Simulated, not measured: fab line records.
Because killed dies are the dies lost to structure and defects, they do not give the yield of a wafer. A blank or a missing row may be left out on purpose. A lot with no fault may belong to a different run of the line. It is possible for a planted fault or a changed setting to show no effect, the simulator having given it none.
Which of the tools did it? | flow nandHarc | 11 lots, 33 wafers sampled, at 2 steps of a route of 1302

## WHAT THE GAUGES SHOWED, per wafer
NHARC_A_CHANNEL_HOLE_D2_CD_MEAS_10: target cd 100 nm. Usual: cdNm 100.0 nm, standard deviation 0.54.
lot  | measured     | on       | cdNm (nm)         | flag
L308 | day 13 13:34 | cdSem-02 | 99.8 99.6 99.4    | 
L309 | day 13 13:47 | cdSem-01 | 99.4 100.2 100.1  | 
L310 | day 14 10:56 | cdSem-01 | 99.9 100.9 100.1  | 
L315 | day 17 06:43 | cdSem-03 | 96.6 96.6 96.5    | OFF
L318 | day 17 20:06 | cdSem-03 | 100.7 100.1 100.3 | 
L317 | day 17 21:52 | cdSem-02 | 96.5 96.5 96.2    | OFF
L323 | day 19 17:29 | cdSem-01 | 99.4 100.2 99.7   | 
L325 | day 20 05:34 | cdSem-02 | 99.6 98.9 98.8    | 
L328 | day 22 02:08 | cdSem-01 | 100.1 100.4 100.8 | 
L330 | day 22 15:02 | cdSem-03 | 100.2 99.6 100.2  | 
L329 | day 22 16:25 | cdSem-01 | 100.2 100.5 100.7 | 

## WHAT TOOL EACH LOT RAN ON (gives the tool, then ch and the chambers of the sampled wafers, and finally the start)
lot  | NHARC_A_CHANNEL_HOLE_D2_PEB_08
L308 | lithoTrack-01 ch 0, day 13 13:29
L309 | lithoTrack-06 ch 0, day 13 13:42
L310 | lithoTrack-06 ch 0, day 14 10:52
L315 | lithoTrack-06 ch 0, day 17 06:38
L318 | lithoTrack-04 ch 0, day 17 20:01
L317 | lithoTrack-06 ch 0, day 17 21:47
L323 | lithoTrack-01 ch 0, day 19 17:25
L325 | lithoTrack-04 ch 0, day 20 05:29
L328 | lithoTrack-06 ch 0, day 22 02:03
L330 | lithoTrack-06 ch 0, day 22 14:57
L329 | lithoTrack-06 ch 0, day 22 16:20
- NHARC_A_CHANNEL_HOLE_D2_PEB_08: peb time 65 s.

## WHAT THE TOOLS THEMSELVES READ (means of the sampled wafers that have a number; where no wafer has one, the mark that the record gives instead)
NHARC_A_CHANNEL_HOLE_D2_PEB_08. Usual: heaterPowerTotalW 156.6 W, standard deviation 0.42.
lot  | tool          | heaterPowerTotalW (W) | flag
L308 | lithoTrack-01 | 156.7                 | 
L309 | lithoTrack-06 | 156.6                 | 
L310 | lithoTrack-06 | 156.8                 | 
L315 | lithoTrack-06 | 167.6                 | OFF
L318 | lithoTrack-04 | 156.5                 | 
L317 | lithoTrack-06 | 167.8                 | OFF
L323 | lithoTrack-01 | 156.4                 | 
L325 | lithoTrack-04 | 156.7                 | 
L328 | lithoTrack-06 | 156.8                 | 
L330 | lithoTrack-06 | 156.2                 | 
L329 | lithoTrack-06 | 156.6                 | 

## THE ANSWER, worked out from the rows above alone
Rule: take the mean of a lot's wafers that have a number; if it is more than 3 standard deviations from the usual mean, the lot is off. A lot without any number at a reading at which 4 lots or more have one is off too. Where the step has rows for the other lots, those lots are counted as sound. First the gauges in route order, then the tools' own readings, where a lot's mean is used as printed above. The first step at which some lot is off is used, and at that step the reading that is off furthest; a lot without a number counts as furthest.
Off: L315, L317, at NHARC_A_CHANNEL_HOLE_D2_CD_MEAS_10 (cdNm).
A tool fits if, at a process step before that reading, it ran every lot that is off, and no sound lot after the first of them. The gauges at NHARC_A_CHANNEL_HOLE_D2_CD_MEAS_10 aren't tried: what is off there is off at NHARC_A_CHANNEL_HOLE_D2_PEB_08 too, on other tools, and a gauge's error can't cause that. Of those tried, none fits.

## WHAT HAD BEEN PUT IN BY THE SIMULATOR
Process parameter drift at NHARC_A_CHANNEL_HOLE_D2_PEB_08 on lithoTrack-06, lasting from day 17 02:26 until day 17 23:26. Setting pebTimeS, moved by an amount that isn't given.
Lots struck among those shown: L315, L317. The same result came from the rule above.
